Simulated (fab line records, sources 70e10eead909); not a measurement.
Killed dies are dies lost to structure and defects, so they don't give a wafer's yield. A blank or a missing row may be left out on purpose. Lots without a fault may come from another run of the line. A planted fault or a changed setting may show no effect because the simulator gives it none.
fab line records | flow nand_harc
record lots=6 wafers=18 last_day=24
route steps=1159 shown A_M1@1032
lots that met no fault: from a run of the same line without faults
start_h: hours from the record's first day to the start of the lot's first wafer shown | wait_h: hours since the lot's step before | " the same as in the row above | L1.1+2: a row that stands for several wafers | - no value, or no start given | * or withheld: withheld | < > ~ a bound
route shown NAME@n: a module of which the file shows steps, and the number in the route of the first | usual: mean/standard deviation of fault-free wafers | same: alike in all rows | chamber/n: place in a boat | sites: the reading at each site | _std_site: their standard deviation | _edge_site: outer sites' mean less inner sites' | radius_mm: how far each site lies from the wafer's centre | mask NAME#n: copy n | behind: the tool/chamber that last shaped the wafer | hold: why the lot was held/for how many hours/how that ended | device: the transistor (n, p or np) that didn't switch | end of line: the same wafers' tests at the end of the route | a step without rows: its recipe alone | killed: dies lost to structure and defects at the first sort, not the wafer's yield | map: a wafer's dies, x killed, . not, _ none there
set.NAME: the setting as run; set.NAME@STEP: as run at that earlier step | model.NAME: the simulator's own value behind a step, which no gauge read
lots at some steps of the route; a table a step, a row a wafer
services: from which hour (start_h, from the record's first day; less than 0 if before it) a tool's chamber was out of use, for how many hours, and why
## steps
# step NHARC_A_M1_EBR_05
# step NHARC_A_M1_EXPOSE_06
# recipe na=1.35 target_cd_nm=120 dose_mj=75.13 mask_id=A_M1
# step NHARC_A_M1_PEB_07
# recipe peb_temp_c=100 peb_time_s=65
# step NHARC_A_M1_DEVELOP_08
# recipe develop_time_s=35 dev_temp_c=23
# step NHARC_A_M1_CD_MEAS_09
# recipe target_cd_nm=120 landing_energy_ev=500
# usual cd_nm=120.2/0.56
# same landing_energy_ev=500
# columns lot.wafer tool chamber start_h wait_h cd_nm
L956.1 cd_sem-02 0 406.96 - 120.1
L956.3 " 0 " " 120.4
L956.4 " 0 " " 120.1
L965.3 cd_sem-01 0 452.87 - 120.7
L965.4 " 0 " " 120.3
L965.5 " 0 " " 119.9
L963.2 cd_sem-01 0 453.27 - 119.9
L963.3 " 0 " " 119.7
L963.6 " 0 " " 119.8
L972.1 cd_sem-03 0 510.65 - 119.5
L972.3 " 0 " " 120.1
L972.6 " 0 " " 119.5
L977.1 cd_sem-01 0 529.09 - 121.1
L977.4 " 0 " " 120.7
L977.5 " 0 " " 120.7
L978.1 cd_sem-01 0 541.91 - 119.2
L978.5 " 0 " " 119.6
L978.6 " 0 " " 118.9
# step NHARC_A_M1_OVL_MEAS_10
# recipe pitch_nm=240
# usual overlay_x_nm=-0.1/0.77 overlay_y_nm=0.0/0.72
# columns lot.wafer tool chamber start_h wait_h overlay_x_nm overlay_y_nm
L956.1 overlay-02 - 407.05 - -0.5 -0.1
L956.3 " - " " -0.1 0.5
L956.4 " - " " -0.1 0.6
L965.3 overlay-02 - 452.95 - -0.9 1.1
L965.4 " - " " -0.6 0.9
L965.5 " - " " -0.9 0.9
L963.2 overlay-01 - 453.36 - -1.6 -0.7
L963.3 " - " " -2.0 -0.2
L963.6 " - " " -1.0 -1.1
L972.1 overlay-01 - 510.74 - -0.1 -0.5
L972.3 " - " " -0.8 -0.4
L972.6 " - " " -0.4 -0.7
L977.1 overlay-02 - 529.17 - -0.2 0.2
L977.4 " - " " -0.6 0.6
L977.5 " - " " 0.0 -0.1
L978.1 overlay-02 - 542.00 - 0.5 -0.1
L978.5 " - " " 0.8 -0.1
L978.6 " - " " 0.4 0.1
# step NHARC_A_M1_INSPECT_11
# usual raw_defect_count=33/15
# columns lot.wafer tool chamber start_h wait_h raw_defect_count
L956.1 defect_inspect-02 - 407.09 0.0 18
L956.3 " - " " 28
L956.4 " - " " 20
L965.3 defect_inspect-02 - 452.99 0.0 35
L965.4 " - " " 35
L965.5 " - " " 30
L963.2 defect_inspect-02 - 453.40 0.0 29
L963.3 " - " " 26
L963.6 " - " " 35
L972.1 defect_inspect-01 - 510.78 0.0 34
L972.3 " - " " 31
L972.6 " - " " 33
L977.1 defect_inspect-02 - 529.21 0.0 53
L977.4 " - " " 59
L977.5 " - " " 62
L978.1 defect_inspect-01 - 542.03 0.0 68
L978.5 " - " " 86
L978.6 " - " " 66
# step NHARC_A_M1_DESCUM_14
# recipe time_s=3 o2_flow_sccm=200 ar_flow_sccm=0 bias_power_w=0 chemistry=O2
# usual drypump_motor_current_A=5.43/0.27 oes_product_au=0.997/0.0081 rf_vpp_V=57.6/0.84 showerhead_plenum_p_Torr=1.87/0.076 throttle_valve_pct=11.310/0.0097
# columns lot.wafer tool chamber start_h wait_h drypump_motor_current_A oes_product_au rf_hours_counter_h rf_vpp_V showerhead_plenum_p_Torr throttle_valve_pct
L956.1 rie_diel-03 2 407.15 0.1 5.35 1.005 0 55.5 1.78 11.318
L956.3 " 0 " " 5.02 1.002 0 57.5 1.88 11.315
L956.4 " 1 " " 5.70 1.004 0 58.5 1.78 11.312
L965.3 rie_diel-03 1 453.05 0.1 5.72 1.003 3 56.0 1.78 11.297
L965.4 " 3 " " 5.49 0.997 2 58.5 1.98 11.300
L965.5 " 2 " " 5.34 1.011 - 58.1 1.78 11.331
L963.3 rie_diel-03 1 453.46 0.1 5.73 1.001 3 57.7 1.78 11.318
L963.2 " 0 " " 5.01 1.008 2 56.6 1.88 11.302
L963.6 " 2 " " 5.37 1.009 - 58.1 1.78 11.303
L972.1 rie_diel-03 2 510.84 0.1 5.34 0.993 7 57.9 1.78 11.304
L972.3 " 3 " " 5.46 0.991 7 57.0 1.98 11.301
L972.6 " 2 " " 5.34 1.001 - 57.3 1.78 11.313
L977.1 rie_diel-03 0 529.28 0.1 5.03 1.000 9 56.6 1.87 11.314
L977.4 " 1 " " 5.71 0.990 9 55.7 1.78 11.318
L977.5 " 0 " " 5.01 0.987 - 56.8 1.87 11.313
L978.1 rie_diel-03 2 542.12 0.1 5.34 1.008 9 56.1 1.78 11.310
L978.6 " 3 " " 5.46 0.987 - 58.5 1.98 11.301
L978.5 " 0 " " 5.01 0.993 - 58.0 1.87 11.304
# step NHARC_A_M1_ETCH_35
# recipe target_depth_a=400 overetch_a=120 time_s=43.94 ion_energy_ev=200 n2_flow_sccm=150 h2_flow_sccm=150 ar_flow_sccm=0 rf_w=400 bias_w=150 chemistry=N2/H2
# usual bias_w=149.9/0.39 chamber_pressure_mTorr=30.000/0.026 drypump_motor_current_A=5.44/0.29 h2_flow_sccm=149.9/0.42 oes_product_au=0.998/0.0073 rf_vpp_V=429.5/2.5 showerhead_plenum_p_Torr=2.00/0.082 throttle_valve_pct=14.173/0.0092
# columns lot.wafer tool chamber start_h wait_h bias_w chamber_pressure_mTorr drypump_motor_current_A h2_flow_sccm oes_product_au rf_hours_counter_h rf_vpp_V showerhead_plenum_p_Torr throttle_valve_pct
L956.1 rie_diel-03 0 407.23 0.1 150.5 30.001 5.02 149.9 1.000 0 429.6 2.00 14.168
L956.4 " 1 " " 149.8 30.053 5.72 149.1 1.004 0 424.5 1.89 14.167
L956.3 " 2 " " 150.1 29.991 5.38 150.3 1.008 0 426.5 1.89 14.180
L965.3 rie_diel-03 1 453.13 0.1 150.6 29.972 5.69 149.7 0.996 3 426.9 1.89 14.177
L965.4 " 2 " " 150.4 29.974 5.37 149.9 1.002 3 427.2 1.89 14.165
L965.5 " 2 " " 150.7 29.990 5.38 149.2 0.995 - 424.1 1.89 14.179
L963.2 rie_diel-03 3 453.55 0.1 149.9 30.007 5.47 150.1 1.000 2 432.3 2.11 14.171
L963.3 " 1 " " 150.5 30.056 5.71 149.3 0.998 3 425.4 1.89 14.167
L963.6 " 2 " " 149.7 29.998 5.35 149.5 1.008 - 427.0 1.89 14.162
L972.1 rie_diel-03 2 510.93 0.1 149.8 30.027 5.37 150.2 1.017 7 426.5 1.89 14.185
L972.3 " 0 " " 149.6 30.010 5.02 148.8 0.990 7 429.8 2.00 14.175
L972.6 " 1 " " 148.9 29.982 5.74 149.5 1.001 - 426.5 1.89 14.168
L977.4 rie_diel-03 0 529.36 0.1 150.4 30.000 5.02 150.0 1.005 9 428.8 2.00 14.159
L977.1 " 1 " " 149.5 30.032 5.71 149.9 0.992 9 425.4 1.89 14.161
L977.5 " 1 " " 148.8 30.012 5.71 149.7 0.994 - 426.8 1.89 14.172
L978.1 rie_diel-03 2 542.20 0.1 149.0 30.005 5.38 149.9 1.001 9 425.5 1.89 14.146
L978.5 " 3 " " 150.2 30.048 5.48 150.0 0.988 - 432.2 2.11 14.168
L978.6 " 0 " " 150.3 30.000 5.02 150.2 0.996 - 430.0 2.00 14.158
# step NHARC_A_M1_ETCH_15
# recipe target_depth_a=1825 time_s=91.2 c4f8_flow_sccm=withheld ar_flow_sccm=400 rf_w=600 bias_w=300 chemistry=C4F8/Ar
# usual bias_w=300.1/0.82 chamber_pressure_mTorr=24.995/0.025 oes_product_au=0.955/0.021 rf_vpp_V=439.8/2.4
# columns lot.wafer tool chamber start_h wait_h bias_w chamber_pressure_mTorr oes_product_au rf_hours_counter_h rf_vpp_V
L956.4 rie_diel-03 3 - - 301.0 24.972 0.956 0 442.7
L956.3 " 0 " " 299.0 25.040 0.987 0 438.5
L956.1 " 1 " " 300.2 25.005 0.988 0 437.2
L965.4 rie_diel-03 0 - - 299.4 24.984 0.924 2 439.6
L965.3 " 2 " " 300.0 25.031 0.942 3 437.6
L965.5 " 3 " " 300.0 24.988 0.922 - 442.2
L963.2 rie_diel-03 3 - - 301.5 25.004 0.949 2 441.3
L963.3 " 0 " " 300.1 25.009 0.952 3 438.2
L963.6 " 3 " " 300.8 24.958 0.939 - 443.3
L972.1 rie_diel-03 0 - - 301.1 24.969 0.973 7 439.9
L972.3 " 1 " " 301.4 24.987 0.978 7 436.8
L972.6 " 0 " " 301.1 24.969 0.980 - 440.6
L977.4 rie_diel-03 1 - - 299.5 25.018 0.981 9 436.7
L977.1 " 2 " " 300.8 24.960 0.979 8 437.5
L977.5 " 3 " " 300.4 24.960 0.952 - 443.4
L978.1 rie_diel-03 2 - - 300.6 24.992 0.984 9 436.3
L978.5 " 0 " " 299.5 25.000 0.963 - 438.4
L978.6 " 1 " " 301.4 24.979 0.979 - 437.6
# step NHARC_A_M1_CD_MEAS_16
# usual cd_nm=120.2/0.7
# columns lot.wafer tool chamber start_h wait_h cd_nm
L956.1 cd_sem-01 - 407.45 - 118.9
L956.3 " - " " 119.8
L956.4 " - " " 119.3
L965.3 cd_sem-03 - 453.36 - 120.5
L965.4 " - " " 119.9
L965.5 " - " " 119.9
L963.2 cd_sem-01 - 453.76 - 120.0
L963.3 " - " " 119.3
L963.6 " - " " 119.6
L972.1 cd_sem-03 - 511.14 - 119.6
L972.3 " - " " 120.4
L972.6 " - " " 119.2
L977.1 cd_sem-01 - 529.57 - 122.1
L977.4 " - " " 120.3
L977.5 " - " " 121.0
L978.1 cd_sem-02 - 542.40 - 119.7
L978.5 " - " " 120.0
L978.6 " - " " 119.6
# step NHARC_A_M1_STRIP_18
# recipe power_w=1000 n2_flow_sccm=150 h2_flow_sccm=150 ar_flow_sccm=0 bias_w=0 chemistry=N2/H2
# usual drypump_motor_current_A=5.45/0.29 h2_flow_sccm=150.0/0.46 oes_product_au=0.997/0.0065 rf_vpp_V=90.5/1 showerhead_plenum_p_Torr=2.00/0.078 throttle_valve_pct=14.172/0.0091
# columns lot.wafer tool chamber start_h wait_h drypump_motor_current_A h2_flow_sccm oes_product_au rf_hours_counter_h rf_vpp_V showerhead_plenum_p_Torr throttle_valve_pct
L956.3 rie_diel-03 2 407.53 0.1 5.36 150.3 1.007 0 89.3 1.89 14.165
L956.4 " 3 " " 5.45 150.4 0.990 0 93.0 2.11 14.166
L956.1 " 0 " " 5.01 151.0 1.009 0 90.0 2.00 14.169
L965.4 rie_diel-01 1 453.48 0.1 5.35 149.1 0.990 10 90.9 1.98 14.184
L965.3 " 2 " " 4.94 149.5 0.990 10 90.5 2.07 14.158
L965.5 " 3 " " 5.98 149.3 0.982 - 89.8 2.07 14.182
L963.2 rie_diel-03 0 453.86 0.1 5.01 150.3 0.990 3 90.0 2.00 14.178
L963.3 " 2 " " 5.35 151.0 0.992 3 90.0 1.89 14.172
L963.6 " 0 " " 5.01 149.7 0.997 - 90.8 2.00 14.177
L972.1 rie_diel-13 2 511.21 0.1 5.18 150.6 0.995 1 91.2 1.93 14.162
L972.3 " 0 " " 5.64 150.0 1.003 1 89.6 1.98 14.154
L972.6 " 1 " " 5.43 149.1 1.007 - 90.5 2.06 14.159
L977.1 rie_diel-01 3 529.67 0.1 5.93 150.2 1.001 2 91.0 2.07 14.171
L977.4 " 0 " " 5.60 150.3 1.000 2 91.1 2.07 14.157
L977.5 " 2 " " 4.92 149.6 0.999 - 89.8 2.07 14.180
L978.1 rie_diel-01 3 542.55 0.1 5.98 151.2 0.996 3 90.5 2.07 14.174
L978.6 " 0 " " 5.58 149.8 0.992 - 91.2 2.07 14.155
L978.5 " 1 " " 5.36 150.0 0.998 - 90.8 1.97 14.168
# step NHARC_A_M1_ETCH_28
# recipe target_depth_a=300 over_etch_frac=0.3 time_s=72.99 ion_energy_ev=150 cf4_flow_sccm=50 n2_flow_sccm=100 ar_flow_sccm=150 rf_w=300 bias_w=100 chemistry=CF4/N2
# usual bias_w=100.0/0.32 cf4_flow_sccm=50.00/0.15 drypump_motor_current_A=5.43/0.28 oes_product_au=0.998/0.0076 rf_vpp_V=313.3/1.7 showerhead_plenum_p_Torr=2.58/0.091 throttle_valve_pct=19.794/0.0087
# columns lot.wafer tool chamber start_h wait_h bias_w cf4_flow_sccm drypump_motor_current_A oes_product_au rf_hours_counter_h rf_vpp_V showerhead_plenum_p_Torr throttle_valve_pct
L956.3 rie_diel-03 1 407.77 - 99.9 49.91 5.69 0.997 0 311.0 2.45 19.814
L956.1 " 2 " " 99.9 49.95 5.35 0.999 0 311.1 2.45 19.789
L956.4 " 3 " " 100.0 50.09 5.39 0.994 0 315.7 2.71 19.788
L965.3 rie_diel-01 2 453.67 - - - - - - - - -
L965.4 " 0 " " - - - - - - - -
L965.5 " 3 " " - - - - - - - -
L963.2 rie_diel-03 0 454.07 - - - - - - - - -
L963.3 " 1 " " - - - - - - - -
L963.6 " 1 " " - - - - - - - -
L972.1 rie_diel-13 0 511.52 - 100.1 49.89 5.64 1.006 1 313.8 2.55 19.778
L972.3 " 1 " " 100.0 50.22 5.42 1.002 1 315.0 2.65 19.801
L972.6 " 2 " " 100.5 49.94 5.18 0.996 - 310.4 2.49 19.812
L977.1 rie_diel-01 2 529.89 - 99.5 49.95 4.92 0.987 1 314.1 2.66 19.798
L977.4 " 3 " " 100.2 50.09 5.98 0.995 2 314.7 2.66 19.796
L977.5 " 1 " " 99.9 49.97 5.35 0.991 - 313.1 2.55 19.788
L978.1 rie_diel-01 0 542.71 - 100.5 49.94 5.62 0.994 3 314.0 2.67 19.809
L978.5 " 0 " " 99.8 50.13 5.61 0.995 - 313.9 2.67 19.792
L978.6 " 1 " " 99.8 50.11 5.38 1.003 - 312.4 2.55 19.797
# step NHARC_A_M1_STRIP_19
# recipe time_s=600 temp_c=30 chemistry=post_etch_residue_remover
## services
# columns tool chamber start_h hours kind
rie_diel-03 - 392.30 9.0 pm
rie_diel-03 0 392.30 9.0 vent_cycle
rie_diel-03 1 392.30 9.0 vent_cycle
rie_diel-03 2 392.30 11.0 vent_cycle
rie_diel-03 3 392.30 9.0 vent_cycle
rie_diel-13 3 396.94 2.5 repair
rie_diel-01 0 401.18 2.2 repair
rie_diel-03 0 401.30 - clean
rie_diel-03 1 401.30 - clean
rie_diel-03 3 401.30 - clean
rie_diel-01 3 420.44 7.2 repair
rie_diel-13 1 424.98 12.3 repair
rie_diel-03 0 425.80 - clean
rie_diel-03 0 432.15 1.8 repair
rie_diel-03 - 446.19 0.1 repair
rie_diel-13 - 453.00 9.0 pm
rie_diel-03 - 457.98 0.3 repair
rie_diel-01 1 458.10 4.9 repair
rie_diel-01 - 491.80 9.0 pm
rie_diel-13 1 496.12 12.2 repair
rie_diel-13 - 500.52 0.2 repair
rie_diel-13 3 505.57 6.3 repair
rie_diel-01 2 508.15 16.4 repair
rie_diel-13 - 522.48 1.9 repair
## key
first_sign step=NHARC_A_M1_ETCH_28 reading=tool_record direction=missing
effect none on later readings
met_at NHARC_A_M1_ETCH_28
struck_wafers L963.2,L963.3,L963.6,L965.3,L965.4,L965.5
later_rows_left_out L963.2,L963.3,L963.6,L965.3,L965.4,L965.5
sort_left_out L963.2,L963.3,L963.6,L965.3,L965.4,L965.5
onset_between 407.77 453.67
fault kind=skipped_step_whole tool=rie_diel-01,rie_diel-03 chamber=- onset_h=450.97 steps=NHARC_A_M1_ETCH_28 scope=struck_lots_only
# sort_left_out: the simulated sort isn't trusted on such a fault, so these wafers' sort isn't shown, and their yield isn't known
# later_rows_left_out: the simulator's readings of these wafers behind a module that went badly wrong aren't trusted and aren't shown, but for the sort
